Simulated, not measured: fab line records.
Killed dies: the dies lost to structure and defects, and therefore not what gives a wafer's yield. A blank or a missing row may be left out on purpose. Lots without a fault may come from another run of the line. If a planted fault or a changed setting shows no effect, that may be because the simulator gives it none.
What tool caused it? -- flow nand harc -- 12 lots (36 wafers sampled), 1 step of a 1159-step route

WHAT THE GAUGES SHOWED, per wafer
NHARC_P_ZERO_WELL_CD_MEAS_11: target cd 500 nm.
lot,measured,on,cd nm (nm)
L075,day 1 19:11,cd sem-01,500.5 502.3 501.9
L077,day 2 07:19,cd sem-03,501.7 500.1 499.5
L079,day 2 19:14,cd sem-03,500.6 497.8 501.3
L081,day 3 07:14,cd sem-01,498.2 496.2 497.2
L083,day 3 19:25,cd sem-01,496.3 497.8 499.1
L085,day 4 07:07,cd sem-02,499.4 503.1 503.7
L087,day 4 19:15,cd sem-03,499.0 497.8 498.1
L089,day 5 07:15,cd sem-01,498.3 500.5 499.4
L091,day 5 19:07,cd sem-03,498.3 497.4 496.2
L093,day 6 07:22,cd sem-01,499.9 499.8 502.3
L095,day 6 19:08,cd sem-03,499.3 502.1 502.5
L097,day 7 07:15,cd sem-01,497.7 497.3 500.2

WHICH TOOL RAN EACH LOT (tool, then ch and the chambers of the sampled wafers, then the start)
Before these readings, the record contains no process step.

THE ANSWER, worked out from the rows above alone
Rule: the lots themselves supply what counts as usual. Put in order of their means at a reading, lots are off if they are a third of the lots or fewer, leave a main group of 4 or more, and stand apart from it by a gap of 3 or more times the standard deviation of the main group's means; of several such gaps the widest counts. A main group is skipped when, at the precision printed for the reading in the tables above, its means are all equal. Also off: a lot with no number at a reading for which 4 or more lots have one. The other lots that the step has rows for count as sound.
None of the lots is off at any reading shown; this tells nothing.

WHAT THE SIMULATOR PUT IN
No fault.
